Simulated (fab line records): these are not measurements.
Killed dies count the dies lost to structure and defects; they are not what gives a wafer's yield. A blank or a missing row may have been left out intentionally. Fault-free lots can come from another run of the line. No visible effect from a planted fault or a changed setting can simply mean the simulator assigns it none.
Chamber matching | flow nand_harc | 4 sister chambers for NHARC_A_CHANNEL_FILL_D2_ETCHBACK_20 on rie_diel-12
The step etches the open film in C4F8/O2/Ar, target depth 27 nm, time 13.5 s. 8 wafers are shown with their chamber, then 8 later ones without.

== WAFERS PAIRED WITH THEIR CHAMBERS ==
wafer  | chamber | rf_vpp_V (V) | oes_product_au (a.u.)
L669.4 | 1       | 980          | 0.996
L671.6 | 0       | 988          | 1.010
L672.5 | 1       | 982          | 1.005
L672.6 | 2       | 987          | 1.010
L676.1 | 2       | 987          | 1.029
L676.3 | 3       | 981          | 0.994
L676.5 | 0       | 988          | 1.011
L684.4 | 3       | 980          | 0.988

== WAFERS WITHOUT THEIR CHAMBER ==
wafer  | rf_vpp_V (V) | oes_product_au (a.u.)
L684.5 | 987          | 1.002
L684.6 | 981          | 0.990
L687.1 | 988          | 0.985
L687.3 | 982          | 0.989
L687.4 | 980          | 0.966
L689.2 | 989          | 0.989
L689.4 | 982          | 1.000
L689.5 | 987          | 0.988

== CHAMBER TAKEN BY EACH ==
wafer  | from the rows above     | in truth
L684.5 | can't be placed: 0 or 2 | 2
L684.6 | can't be placed: 3 or 1 | 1
L687.1 | can't be placed: 0 or 2 | 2
L687.3 | can't be placed: 3 or 1 | 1
L687.4 | can't be placed: 3 or 1 | 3
L689.2 | can't be placed: 0 or 2 | 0
L689.4 | can't be placed: 1 or 3 | 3
L689.5 | can't be placed: 0 or 2 | 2
Placed correctly: 0 of 8. From these rows, 8 cannot be placed; in 8 the true chamber is one of the candidates. Number placed wrongly: 0.
How it was worked out, from the rows above alone: a wafer's distance from a chamber is the root of the sum, over the readings, of the square of ((its reading less the chamber's mean) divided by the reading's scatter). If the next closest chamber is less than 2 further off than the closest, the wafer can't be placed; otherwise it belongs to the closest. For every chamber, the mean is computed from those of its wafers that are shown. The scatter: the root of (the sum of the squares of (reading less its chamber's mean) over the shown wafers, divided by (wafers less chambers)).
